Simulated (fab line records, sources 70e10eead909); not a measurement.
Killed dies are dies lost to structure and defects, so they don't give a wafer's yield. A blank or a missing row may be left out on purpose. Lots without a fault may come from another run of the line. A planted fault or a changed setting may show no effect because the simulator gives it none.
fab line records | flow nand_harc
record lots=5 wafers=15 last_day=22
route steps=1159 shown A_CHANNEL_HOLE_D1@487 A_CHANNEL_FILL_D1@490 A_STAIRCASE@519 END@1159
lots that met no fault: from a run of the same line without faults
start_h: hours from the record's first day to the start of the lot's first wafer shown | wait_h: hours since the lot's step before | " the same as in the row above | L1.1+2: a row that stands for several wafers | - no value, or no start given | * or withheld: withheld | < > ~ a bound
route shown NAME@n: a module of which the file shows steps, and the number in the route of the first | usual: mean/standard deviation of fault-free wafers | same: alike in all rows | chamber/n: place in a boat | sites: the reading at each site | _std_site: their standard deviation | _edge_site: outer sites' mean less inner sites' | radius_mm: how far each site lies from the wafer's centre | mask NAME#n: copy n | behind: the tool/chamber that last shaped the wafer | hold: why the lot was held/for how many hours/how that ended | device: the transistor (n, p or np) that didn't switch | end of line: the same wafers' tests at the end of the route | a step without rows: its recipe alone | killed: dies lost to structure and defects at the first sort, not the wafer's yield | map: a wafer's dies, x killed, . not, _ none there
set.NAME: the setting as run; set.NAME@STEP: as run at that earlier step | model.NAME: the simulator's own value behind a step, which no gauge read
lots at some steps of the route; a table a step, a row a wafer
services: from which hour (start_h, from the record's first day; less than 0 if before it) a tool's chamber was out of use, for how many hours, and why
## steps
# step NHARC_A_CHANNEL_HOLE_D1_CD_MEAS_30
# usual cd_nm=90.1/1.3
# columns lot.wafer tool chamber start_h wait_h cd_nm
L772.4 cd_sem-01 - 191.03 - 88.4
L772.5 " - " " 89.2
L772.6 " - " " 88.8
L778.2 cd_sem-01 - 229.27 - 89.8
L778.5 " - " " 90.0
L778.6 " - " " 89.4
L780.2 cd_sem-03 - 237.19 - 87.6
L780.4 " - " " 89.3
L780.6 " - " " 89.3
L782.1 cd_sem-01 - 242.30 - 90.2
L782.5 " - " " 92.4
L782.6 " - " " 91.6
L783.2 cd_sem-01 - 258.33 - 90.3
L783.5 " - " " 91.2
L783.6 " - " " 90.5
# step NHARC_A_CHANNEL_HOLE_D1_XSEM_31
# recipe landing_energy_ev=35000
# step NHARC_A_CHANNEL_HOLE_D1_INSPECT_40
# usual raw_defect_count=61/17
# columns lot.wafer tool chamber start_h wait_h raw_defect_count
L772.4 defect_inspect-01 - 191.21 - 53
L772.5 " - " " 45
L772.6 " - " " 51
L778.2 defect_inspect-01 - 229.46 - 90
L778.5 " - " " 78
L778.6 " - " " 66
L780.2 defect_inspect-01 - 237.38 - 46
L780.4 " - " " 31
L780.6 " - " " 39
L782.1 defect_inspect-01 - 242.49 - 59
L782.5 " - " " 79
L782.6 " - " " 70
L783.2 defect_inspect-01 - 258.51 - 69
L783.5 " - " " 103
L783.6 " - " " 54
# step NHARC_A_CHANNEL_FILL_D1_PRECLEAN_00
# recipe time_s=* temp_c=50 bath_age_min=0 chemistry=SC1
# step NHARC_A_CHANNEL_FILL_D1_SRD_01
# step NHARC_A_CHANNEL_FILL_D1_ALD_02
# recipe target_thk_a=60 pulse_time_s=10 ald_cycles=60 temp_c=300 material=SiO2
# usual heater_power_w=471/44 precursor_pulse_height_rel=0.999/0.02
# same pulse_time_s=10
# columns lot.wafer tool chamber start_h wait_h heater_power_w precursor_pulse_height_rel
L772.4 ald_hk-02 1 191.48 - 505 1.008
L772.5 " 0 " " 434 0.996
L772.6 " 1 " " 519 1.015
L778.2 ald_hk-02 1 232.92 - 506 1.010
L778.5 " 3 " " 472 0.993
L778.6 " 0 " " 429 0.994
L780.2 ald_hk-01 3 238.00 - 502 1.002
L780.4 " 1 " " 449 0.994
L780.6 " 0 " " 437 1.016
L782.1 ald_hk-01 1 242.84 - 444 1.013
L782.6 " 3 " " 501 0.983
L782.5 " 0 " " 434 0.985
L783.2 ald_hk-02 1 258.84 - 512 1.000
L783.5 " 3 " " 478 0.998
L783.6 " 0 " " 435 0.978
# step NHARC_A_CHANNEL_FILL_D1_ALD_03
# recipe target_thk_a=60 pulse_time_s=60 ald_cycles=58 temp_c=630 pressure_torr=2 material=SiNx
# step NHARC_A_CHANNEL_FILL_D1_ALD_14
# recipe target_thk_a=25 pulse_time_s=10 ald_cycles=25 temp_c=300 material=SiO2
# usual heater_power_w=473/41 precursor_pulse_height_rel=1.003/0.019
# same pulse_time_s=10
# columns lot.wafer tool chamber start_h wait_h heater_power_w precursor_pulse_height_rel
L772.4 ald_hk-01 0 198.42 0.0 434 0.960
L772.5 " 0 " " 440 1.020
L772.6 " 1 " " 466 0.989
L778.2 ald_hk-01 2 239.84 0.1 520 1.004
L778.6 " 0 " " 441 1.005
L778.5 " 1 " " 442 1.014
L780.4 ald_hk-02 1 245.11 0.2 521 0.992
L780.2 " 2 " " 502 0.994
L780.6 " 1 " " 523 0.999
L782.1 ald_hk-04 0 249.77 0.2 513 1.003
L782.6 " 1 " " 381 0.992
L782.5 " 2 " " 500 0.981
L783.2 ald_hk-02 0 265.65 0.1 437 1.013
L783.5 " 3 " " 468 1.005
L783.6 " 0 " " 442 1.034
# step NHARC_A_CHANNEL_FILL_D1_ALD_15
# recipe target_thk_a=20 pulse_time_s=60 ald_cycles=19 temp_c=630 pressure_torr=2 material=SiNx
# step NHARC_A_CHANNEL_FILL_D1_ALD_16
# recipe target_thk_a=15 pulse_time_s=10 ald_cycles=15 temp_c=300 material=SiO2
# step NHARC_A_CHANNEL_FILL_D1_ANNEAL_17
# recipe temp_c=850 time_s=1800
# step NHARC_A_CHANNEL_FILL_D1_CVD_18
# recipe target_thk_a=30 temp_c=550 material=poly-Si
# step NHARC_A_CHANNEL_FILL_D1_ETCHBACK_19
# recipe target_depth_a=50 time_s=1.7 hbr_flow_sccm=150 cl2_flow_sccm=50 rf_w=400 icp_w=400 bias_w=100 chemistry=HBr/Cl2
# usual drypump_motor_current_A=5.6/0.33 oes_product_au=1.003/0.01 throttle_valve_pct=26.406/0.0089
# columns lot.wafer tool chamber start_h wait_h drypump_motor_current_A oes_product_au rf_hours_counter_h throttle_valve_pct
L772.4 rie_si-03 3 215.39 0.4 6.2 1.008 0.4 26.407
L772.6 " 3 " " 6.2 1.015 - 26.397
L772.5 " 0 " " 5.8 1.006 - 26.405
L778.2 rie_si-03 3 256.64 0.4 6.2 1.007 0.9 26.410
L778.5 " 1 " " 6.0 1.011 - 26.412
L778.6 " 2 " " 5.3 0.993 - 26.404
L780.4 rie_si-02 2 262.28 0.4 5.3 0.991 0.2 26.421
L780.2 " 0 " " 5.5 1.008 0.4 26.406
L780.6 " 1 " " 5.7 1.004 - 26.403
L782.1 rie_si-04 1 266.74 0.4 5.1 1.002 1.6 26.402
L782.6 " 0 " " 5.3 1.005 - 26.416
L782.5 " 1 " " 5.2 0.988 - 26.407
L783.2 rie_si-02 1 282.63 0.4 5.7 0.993 0.5 26.402
L783.6 " 2 " " 5.4 1.008 - 26.394
L783.5 " 3 " " 5.6 1.008 - 26.392
# step NHARC_A_CHANNEL_FILL_D1_ETCHBACK_20
# recipe target_depth_a=270 time_s=13.5 c4f8_flow_sccm=withheld o2_flow_sccm=8 ar_flow_sccm=withheld rf_w=600 bias_w=1500 chemistry=C4F8/O2/Ar
# step NHARC_A_CHANNEL_FILL_D1_STRIP_28
# recipe time_s=20 o2_flow_sccm=500 ar_flow_sccm=0 bias_w=0 chemistry=O2
# usual drypump_motor_current_A=5.9/0.61 oes_product_au=0.998/0.0084 rf_vpp_V=57.5/0.86 showerhead_plenum_p_Torr=3.45/0.12 throttle_valve_pct=17.036/0.0088
# columns lot.wafer tool chamber start_h wait_h drypump_motor_current_A oes_product_au rf_hours_counter_h rf_vpp_V showerhead_plenum_p_Torr throttle_valve_pct
L772.4 rie_diel-12 2 215.62 0.1 6.7 0.992 0.0 58.4 3.48 17.044
L772.5 " 3 " " 5.3 0.999 - 56.4 3.41 17.037
L772.6 " 0 " " 6.7 1.005 - 58.0 3.35 17.028
L778.2 rie_diel-12 3 256.84 0.1 5.3 1.000 1.1 56.4 3.41 17.038
L778.5 " 3 " " 5.2 0.998 - 55.9 3.41 17.043
L778.6 " 0 " " 6.8 0.997 - 58.0 3.35 17.035
L780.2 rie_diel-12 3 262.49 0.1 5.3 1.002 1.3 58.7 3.41 17.037
L780.4 " 2 " " 6.6 0.981 1.3 57.2 3.48 17.039
L780.6 " 3 " " 5.3 1.009 - 56.9 3.41 17.032
L782.1 rie_diel-03 3 266.95 0.1 5.3 0.997 7.1 58.6 3.28 17.049
L782.5 " 2 " " 5.7 0.984 - 57.3 3.74 17.047
L782.6 " 3 " " 5.3 1.008 - 58.4 3.28 17.043
L783.2 rie_diel-03 3 282.85 0.1 5.3 1.004 8.3 56.6 3.28 17.043
L783.5 " 2 " " 5.7 0.998 - 57.0 3.74 17.026
L783.6 " 3 " " 5.3 1.002 - 59.0 3.28 17.026
# step NHARC_A_CHANNEL_FILL_D1_PRECLEAN_21
# recipe time_s=30 chemistry=dHF
# step NHARC_A_CHANNEL_FILL_D1_SRD_23
# step NHARC_A_CHANNEL_FILL_D1_CVD_05
# recipe target_thk_a=50 temp_c=550 material=poly-Si
# step NHARC_A_CHANNEL_FILL_D1_ANNEAL_22
# recipe temp_c=620 time_s=7200
# step NHARC_A_CHANNEL_FILL_D1_ALD_25
# recipe target_thk_a=600 pulse_time_s=10 ald_cycles=600 temp_c=300 material=SiOx
# step NHARC_A_CHANNEL_FILL_D1_ETCHBACK_08
# recipe target_depth_a=2200 time_s=110 c4f8_flow_sccm=20 ar_flow_sccm=withheld rf_w=600 bias_w=300 chemistry=C4F8
# step NHARC_A_CHANNEL_FILL_D1_STRIP_29
# recipe time_s=20 o2_flow_sccm=500 ar_flow_sccm=0 bias_w=0 chemistry=O2
# usual drypump_motor_current_A=5.9/0.6 oes_product_au=0.999/0.01 rf_vpp_V=57.6/0.84 showerhead_plenum_p_Torr=3.45/0.13 throttle_valve_pct=17.037/0.0095
# columns lot.wafer tool chamber start_h wait_h drypump_motor_current_A oes_product_au rf_hours_counter_h rf_vpp_V showerhead_plenum_p_Torr throttle_valve_pct
L772.4 rie_diel-06 3 - - 5.8 1.014 6 57.9 3.64 17.049
L772.6 " 1 " " 4.8 1.004 - 56.9 3.31 17.021
L772.5 " 2 " " 6.1 0.985 - 56.6 3.31 17.038
L778.2 rie_diel-03 1 - - 6.4 1.006 8 56.7 3.31 17.047
L778.6 " 0 " " 5.6 0.998 - 58.6 3.54 17.036
L778.5 " 1 " " 6.4 1.006 - 58.0 3.31 17.037
L780.2 rie_diel-12 1 - - 6.1 1.001 2 58.0 3.54 17.026
L780.4 " 3 " " 5.2 0.994 2 56.9 3.41 17.056
L780.6 " 2 " " 6.7 0.983 - 59.1 3.48 17.018
L782.1 rie_diel-12 0 284.41 0.2 6.7 0.995 2 57.3 3.35 17.046
L782.5 " 1 " " 6.1 0.998 - 58.6 3.54 17.047
L782.6 " 2 " " 6.7 0.982 - 59.1 3.48 17.047
L783.2 rie_diel-12 3 - - 5.2 0.989 2 57.0 3.41 17.029
L783.5 " 0 " " 6.7 0.997 - 58.2 3.35 17.040
L783.6 " 1 " " 6.0 0.990 - 58.9 3.54 17.036
# step NHARC_A_CHANNEL_FILL_D1_PRECLEAN_30
# recipe time_s=30 chemistry=dHF
# step NHARC_A_CHANNEL_FILL_D1_SRD_31
# step NHARC_A_CHANNEL_FILL_D1_CVD_09
# recipe target_thk_a=1500 temp_c=620 pressure_mtorr=200 time_s=3000 material=poly-Si
# step NHARC_A_CHANNEL_FILL_D1_CMP_10
# recipe target_thk_nm=150
# step NHARC_A_CHANNEL_FILL_D1_SRD_12
# step NHARC_A_CHANNEL_FILL_D1_RTA_24
# recipe temp_c=1000 time_s=5
# usual lamp_power_pct=28.87/0.18 wafer_temp_C_max=1005.3/1.2
# columns lot.wafer tool chamber start_h wait_h lamp_power_pct wafer_temp_C_max
L772.4 rtp_anneal-02 0 240.08 0.1 28.71 1005.3
L772.5 " 0 " " 28.70 1006.1
L772.6 " 0 " " 28.72 1005.6
L778.2 rtp_anneal-01 0 282.00 0.1 29.05 1005.1
L778.5 " 0 " " 29.09 1004.9
L778.6 " 0 " " 29.05 1005.0
L780.2 rtp_anneal-01 0 286.10 0.1 29.04 1004.0
L780.4 " 0 " " 29.02 1004.0
L780.6 " 0 " " 29.04 1005.9
L782.1 rtp_anneal-02 0 290.57 0.0 28.70 1006.8
L782.5 " 0 " " 28.68 1007.6
L782.6 " 0 " " 28.73 1006.4
L783.2 rtp_anneal-01 0 307.74 0.8 29.05 1005.5
L783.5 " 0 " " 29.08 1003.9
L783.6 " 0 " " 29.09 1004.7
# step NHARC_A_STAIRCASE_DEP_156
# recipe target_thk_a=500 temp_c=400 target_thk_nm=50 flow_sccm=200 rf_w=450 material=SiNx
# step NHARC_A_STAIRCASE_DEHYDRATE_158
# recipe temp_c=150 time_s=120
# step NHARC_A_STAIRCASE_HMDS_159
# recipe time_s=30
# step NHARC_A_STAIRCASE_COAT_160
# recipe spin_rpm=1200
# step NHARC_A_STAIRCASE_SOFTBAKE_161
# recipe temp_c=135 time_s=170
# step NHARC_A_STAIRCASE_EBR_162
# step NHARC_A_STAIRCASE_EXPOSE_163
# recipe na=0.5 dose_mj=20.01 mask_id=STAIR_OPEN
# step NHARC_A_STAIRCASE_PEB_164
# recipe peb_temp_c=115 peb_time_s=130
# step NHARC_A_STAIRCASE_DEVELOP_165
# recipe time_s=140
# step NHARC_END_SORT_01
# recipe temp_c=25
# usual killed_at_array=25/9.2 killed_at_other=0.9/1.3 killed_at_periphery=3.3/2.3 killed_dies=29/9.6 killed_open=3.2/1.8 killed_short=2/1.4
# same gross_dies=677
# columns lot.wafer tool chamber start_h wait_h killed_at_array killed_at_other killed_at_periphery killed_dies killed_open killed_short
L772.4 prober-02 0 437.98 3.4 17 4 7 28 6 2
L772.5 prober-02 0 438.77 3.7 13 2 1 16 3 1
L772.6 prober-02 0 439.56 3.9 10 0 6 16 3 0
L778.2 prober-01 0 476.28 2.8 17 0 1 18 2 0
L778.5 prober-01 0 478.65 3.7 35 1 4 40 7 1
L778.6 prober-01 0 479.44 4.0 16 0 8 24 5 2
L782.1 prober-02 0 497.85 2.5 34 3 6 43 4 3
L782.5 prober-02 0 500.99 3.6 23 3 2 28 1 1
L782.6 prober-02 0 501.78 3.9 32 1 2 35 5 1
L780.2 prober-01 0 498.65 2.8 23 0 3 26 6 0
L780.4 prober-01 0 500.26 3.4 16 0 2 18 1 2
L780.6 prober-01 0 501.87 4.0 22 0 1 23 4 0
L783.2 prober-02 0 513.06 2.8 148 0 6 154 0 2
L783.5 prober-02 0 515.47 3.7 51 0 4 55 2 3
L783.6 prober-02 0 516.28 4.0 33 0 9 42 3 3
# killed by level:class
L772.4 A_SGD_CUT:chamber_film_flake=4 THIN_TSV:chamber_film_flake=4 A_CONTACT:geometric_particle:open=2 P_ZERO_WELL:chamber_film_flake=2 P_STI:chamber_film_flake=2 A_CHANNEL_HOLE_D1:chamber_film_flake=2 A_CHANNEL_FILL_D1:chamber_film_flake=2 P_GATE:geometric_particle:open=1
L772.5 A_CHANNEL_HOLE_D1:chamber_film_flake=2 A_WL_FILL:chamber_film_flake=2 A_CONTACT:chamber_film_flake=2 THIN_TSV:chamber_film_flake=2 A_CHANNEL_FILL_D1:geometric_particle:short=1 A_CHANNEL_FILL_D1:geometric_particle:open=1 A_BLC:geometric_particle:open=1 A_M0:geometric_particle:open=1
L772.6 P_ZERO_WELL:chamber_film_flake=3 A_CHANNEL_HOLE_D1:chamber_film_flake=2 A_CHANNEL_FILL_D1:chamber_film_flake=2 A_STAIRCASE:chamber_film_flake=2 A_SGD_CUT:chamber_film_flake=2 P_CONTACT:geometric_particle:open=1 A_ONON_D1:geometric_particle:open=1 A_M1:geometric_particle:open=1
L778.2 A_CHANNEL_HOLE_D1:chamber_film_flake=11 A_STAIRCASE:chamber_film_flake=3 A_ONON_D1:geometric_particle:open=1 A_WL_FILL:geometric_particle:open=1 P_STI:chamber_film_flake=1 A_CONTACT:chamber_film_flake=1
L778.5 A_CHANNEL_HOLE_D1:chamber_film_flake=23 A_STAIRCASE:chamber_film_flake=6 A_M0:geometric_particle:open=2 A_CONTACT:chamber_film_flake=2 P_CONTACT:geometric_particle:open=1 P_M0:geometric_particle:open=1 P_M1:geometric_particle:open=1 A_ONON_D1:geometric_particle:open=1
L778.6 A_CHANNEL_HOLE_D1:chamber_film_flake=9 P_STI:chamber_film_flake=3 A_WL_FILL:geometric_particle:open=2 P_GATE:chamber_film_flake=2 P_STI:geometric_particle:short=1 P_M0:geometric_particle:open=1 A_ONON_D1:geometric_particle:short=1 A_CHANNEL_FILL_D1:geometric_particle:open=1
L782.1 A_CHANNEL_HOLE_D1:chamber_film_flake=20 A_STAIRCASE:chamber_film_flake=4 A_CONTACT:chamber_film_flake=3 THIN_TSV:chamber_film_flake=3 P_BONDPAD:chamber_film_flake=2 A_SGD_CUT:chamber_film_flake=2 P_M0:geometric_particle:short=1 P_M1:geometric_particle:short=1
L780.2 A_SLIT:chamber_film_flake=6 A_CHANNEL_HOLE_D1:chamber_film_flake=4 A_WL_FILL:chamber_film_flake=3 A_CONTACT:chamber_film_flake=3 A_M0:geometric_particle:open=2 P_ZERO_WELL:chamber_film_flake=2 P_CONTACT:geometric_particle:open=1 A_CHANNEL_HOLE_D1:geometric_particle:open=1
L780.4 A_SLIT:chamber_film_flake=7 P_ZERO_WELL:chamber_film_flake=2 A_CHANNEL_HOLE_D1:chamber_film_flake=2 A_WL_FILL:chamber_film_flake=2 A_STAIRCASE:geometric_particle:short=1 A_CONTACT:geometric_particle:open=1 A_M0:geometric_particle:short=1 A_STAIRCASE:chamber_film_flake=1
L782.5 A_CHANNEL_HOLE_D1:chamber_film_flake=11 A_STAIRCASE:chamber_film_flake=6 THIN_TSV:chamber_film_flake=3 A_SGD_CUT:chamber_film_flake=3 A_CONTACT:chamber_film_flake=2 P_M1:geometric_particle:open=1 A_CONTACT:geometric_particle:short=1 P_ZERO_WELL:chamber_film_flake=1
L782.6 A_CHANNEL_HOLE_D1:chamber_film_flake=15 A_CONTACT:chamber_film_flake=5 A_STAIRCASE:chamber_film_flake=3 A_M0:geometric_particle:open=2 P_BONDPAD:chamber_film_flake=2 A_SGD_CUT:chamber_film_flake=2 A_ONON_D1:geometric_particle:open=1 A_SGD_CUT:geometric_particle:short=1
L780.6 A_SLIT:chamber_film_flake=5 A_STAIRCASE:chamber_film_flake=4 A_WL_FILL:chamber_film_flake=4 A_M0:geometric_particle:open=2 A_CHANNEL_HOLE_D1:chamber_film_flake=2 A_CONTACT:chamber_film_flake=2 A_BLC:geometric_particle:open=1 A_M1:geometric_particle:open=1
L783.2 A_CHANNEL_FILL_D1:unspecified=103 A_CHANNEL_HOLE_D1:chamber_film_flake=24 A_SLIT:chamber_film_flake=10 P_CONTACT:chamber_film_flake=6 A_STAIRCASE:chamber_film_flake=6 A_M0:chamber_film_flake=2 A_CHANNEL_HOLE_D1:geometric_particle:short=1 A_WL_FILL:geometric_particle:short=1
L783.5 A_CHANNEL_HOLE_D1:chamber_film_flake=18 A_SLIT:chamber_film_flake=13 A_STAIRCASE:chamber_film_flake=10 P_CONTACT:chamber_film_flake=3 A_CONTACT:chamber_film_flake=2 A_BONDPAD:chamber_film_flake=2 P_M0:geometric_particle:short=1 A_CHANNEL_FILL_D1:geometric_particle:open=1
L783.6 A_CHANNEL_HOLE_D1:chamber_film_flake=10 P_CONTACT:chamber_film_flake=8 A_SLIT:chamber_film_flake=7 A_STAIRCASE:chamber_film_flake=6 A_BLC:geometric_particle:open=2 A_M0:chamber_film_flake=2 A_CONTACT:chamber_film_flake=2 P_M1:geometric_particle:open=1
# map L783.2 (x killed, . not)
____________.____________
_________......._________
_______..........._______
______............x______
_____..............._____
____.....x.x.........____
____....x.x..........____
___.....xx......x.....___
___.....xxx.x.........___
__...xx.xxxxx..........__
__...xxxxxxxx..........__
_.....xxxxxxx..........._
_...xxxxxxxxxx.........._
_....xxxxxxxxxx...x....._
_....xxxxxxxxx...x.x.x.._
_....xxxxxxxxx......x..._
.....xxxxxxxx....x.......
....xxxxxxxx........x....
.....xxxxxxx.x...x.......
......xxxxx..............
............x............
_.....xx...x............_
_......xx..............._
_............x.........._
_........x.............._
_......................._
__........x............__
__............x........__
___...................___
___.x...x......x.x....___
____.........x.xxx...____
____.xxx.....x..x....____
_____xx.x...x.xxx..._____
______.xx...x.xx...______
_______x.x.xxxxx.._______
_________....xx._________
____________x____________
# map L780.2 (x killed, . not)
____________.____________
_________......._________
_______..........._______
______.............______
_____..............x_____
____.................____
____.................____
___...................___
___...................___
__.....................__
__............x........__
_......................._
_..............x........_
_......................._
_..................x...._
_.....................x._
.......x.................
.........................
.................x.......
.........................
.........................
_.............x........._
_......................._
_......................._
_......x................_
_x.x......x............._
__.....................__
__.....................__
___...................___
___...................___
____x................____
____..xx.x....x..x...____
_____x.x....x......._____
______.x...........______
_______...xx......_______
_________x..x..._________
____________.____________
## services
# columns tool chamber start_h hours kind
rie_diel-12 0 181.44 - clean
rie_diel-12 1 181.44 - clean
rie_diel-12 2 181.44 - clean
rie_diel-12 3 181.44 - clean
rie_diel-12 0 181.73 5.8 repair
ald_hk-04 - 189.72 10.0 pm
rie_diel-12 - 202.40 9.0 pm
rie_diel-12 0 202.40 9.0 vent_cycle
rie_diel-12 1 202.40 9.0 vent_cycle
rie_diel-12 2 202.40 9.0 vent_cycle
rie_diel-12 3 202.40 9.0 vent_cycle
rie_si-02 - 211.00 9.0 pm
rie_diel-12 0 211.40 - clean
rie_diel-12 1 211.40 - clean
rie_diel-12 2 211.40 - clean
rie_diel-03 - 215.30 9.0 pm
ald_hk-04 - 219.91 0.3 repair
ald_hk-01 - 228.00 10.0 pm
rie_diel-06 - 241.20 9.0 pm
rie_si-02 2 246.55 2.5 repair
rie_si-04 - 276.00 9.0 pm
rie_si-03 2 277.48 1.5 repair
rie_diel-12 0 281.45 2.9 repair
rtp_anneal-02 - 300.01 12.0 pm
## key
first_sign step=NHARC_END_SORT_01 reading=killed_at_array direction=up sigmas=13 usual=25 struck=148
effect step=NHARC_END_SORT_01 reading=killed_dies direction=up sigmas=13 usual=29 struck=154
more_kills_born_at NHARC_A_CHANNEL_FILL_D1_ETCHBACK_19@rie_si-02=103
met_at NHARC_A_CHANNEL_FILL_D1_ETCHBACK_19
struck_wafers L783.2
tester_left_out L783
onset_between 262.28 282.63
fault kind=chamber_particle_source tool=rie_si-02 chamber=1 onset_h=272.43 steps=NHARC_A_CHANNEL_FILL_D1_ETCHBACK_19 rate_per_visit_cm2=1.3185 end_h=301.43
# tester_left_out: of these lots the tester's yield and bins aren't shown, on N5 and GAA mostly nor the transistor test; their killed dies are dies lost to structure and defects alone, not to doping, threshold or leakage, so they don't give the yield
